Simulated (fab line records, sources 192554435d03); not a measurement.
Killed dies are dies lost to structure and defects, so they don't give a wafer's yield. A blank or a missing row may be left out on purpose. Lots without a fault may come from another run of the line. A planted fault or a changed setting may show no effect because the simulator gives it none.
Chamber matching | flow n5_finfet | N5_BEOL_M3_ALD_84 on ald_metal-02: 4 sister chambers
The step deposits TaN, pulse time 2 s, purge time 3 s, co reactant purge time 2 s. 4 wafers are shown with their chamber, then 7 later ones without.

WAFERS WITH THEIR CHAMBER
wafer  | chamber | heater_power_outer_w (W)
L086.3 | 2       | 174
L086.6 | 3       | 261
L091.1 | 1       | 175
L091.3 | 0       | 225

WAFERS WITHOUT THEIR CHAMBER
wafer  | heater_power_outer_w (W)
L091.6 | 232
L094.1 | 270
L094.4 | 236
L094.5 | 263
L096.2 | 266
L096.3 | 228
L096.5 | 172

WHICH CHAMBER EACH WENT THROUGH
wafer  | from the rows above     | in truth
L091.6 | 0                       | 0
L094.1 | 3                       | 3
L094.4 | 0                       | 0
L094.5 | 3                       | 3
L096.2 | 3                       | 3
L096.3 | 0                       | 0
L096.5 | can't be placed: 2 or 1 | 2
Placed correctly: 6 of 7. Can't be placed from these rows: 1 (the true chamber is among the candidates in 1). Placed wrongly: 0.
How it was worked out, from the rows above alone: a wafer's distance from a chamber is the root of the sum, over the readings, of the square of ((its reading less the chamber's mean) divided by the reading's scatter). The wafer belongs to the nearest chamber; if the next one is less than 2 further off, it can't be placed. A chamber's mean is the mean of its shown wafers. The scatter: with one shown wafer a chamber, the root of the mean of the squares of how far each hidden wafer lies from its nearest shown one.
